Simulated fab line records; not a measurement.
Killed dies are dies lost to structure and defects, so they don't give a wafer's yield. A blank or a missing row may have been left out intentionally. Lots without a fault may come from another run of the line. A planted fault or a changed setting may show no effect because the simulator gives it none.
Which tool did it?	flow n5Finfet	36 wafers from 12 lots sampled at 2 of the route's 1938 steps

WHAT THE GAUGES READ, wafer by wafer
N5_DUMMY_GATE_INSPECT_27: inspects for defects (brightfield).
lot	measured	on	rawDefectCount
L075	day 3 07:25	defectInspect-02	328 403 376
L077	day 3 18:07	defectInspect-02	365 338 374
L079	day 4 06:37	defectInspect-02	219 329 219
L081	day 4 17:22	defectInspect-02	379 320 418
L083	day 5 14:17	defectInspect-02	358 471 291
L087	day 6 11:45	defectInspect-01	402 281 307
L086	day 6 18:04	defectInspect-02	244 181 216
L089	day 7 04:17	defectInspect-02	265 217 230
L090	day 7 08:58	defectInspect-02	308 330 329
L093	day 7 17:44	defectInspect-02	351 331 278
L095	day 8 05:01	defectInspect-01	245 248 276
L097	day 8 19:17	defectInspect-02	297 335 297

WHAT TOOL EACH LOT RAN ON (gives the tool, then ch and the chambers of the sampled wafers, and finally the start)
lot	N5_DUMMY_GATE_ETCH_29
L075	rieDiel-02 ch 1,2, day 3 06:20
L077	rieDiel-02 ch 2,3, day 3 17:01
L079	rieDiel-02 ch 1,2, day 4 05:30
L081	rieDiel-01 ch 0,2,3, day 4 16:17
L083	rieDiel-06 ch 0,2,3, day 5 13:09
L087	rieDiel-02 ch 1,2,3, day 6 10:28
L086	rieDiel-02 ch 1,3, day 6 16:59
L089	rieDiel-01 ch 0,1, day 7 03:02
L090	rieDiel-06 ch 1,2,3, day 7 07:32
L093	rieDiel-02 ch 0,1,2, day 7 16:32
L095	rieDiel-01 ch 0,1,2, day 8 03:55
L097	rieDiel-06 ch 0,3, day 8 18:07
- N5_DUMMY_GATE_ETCH_29: etches underlayer in N2/H2, target depth 13 nm.

THE ANSWER, worked out from the rows above alone
Rule: what is usual is taken from the lots themselves. The widest of any qualifying gaps counts: lots, ordered by their means at a reading, are off when they make up no more than a third of the lots, leave a main group of 4 or more, and stand apart from it by 3 or more times the standard deviation of that group's means. Not used: any main group whose means are identical at the precision the tables above print for the reading. A lot without any number at a reading at which 4 lots or more have one is off too. Where the step has rows for the other lots, those lots are counted as sound.
Nothing can be told from this: no lot is off at any reading shown.

WHAT THE SIMULATOR HAD PUT IN
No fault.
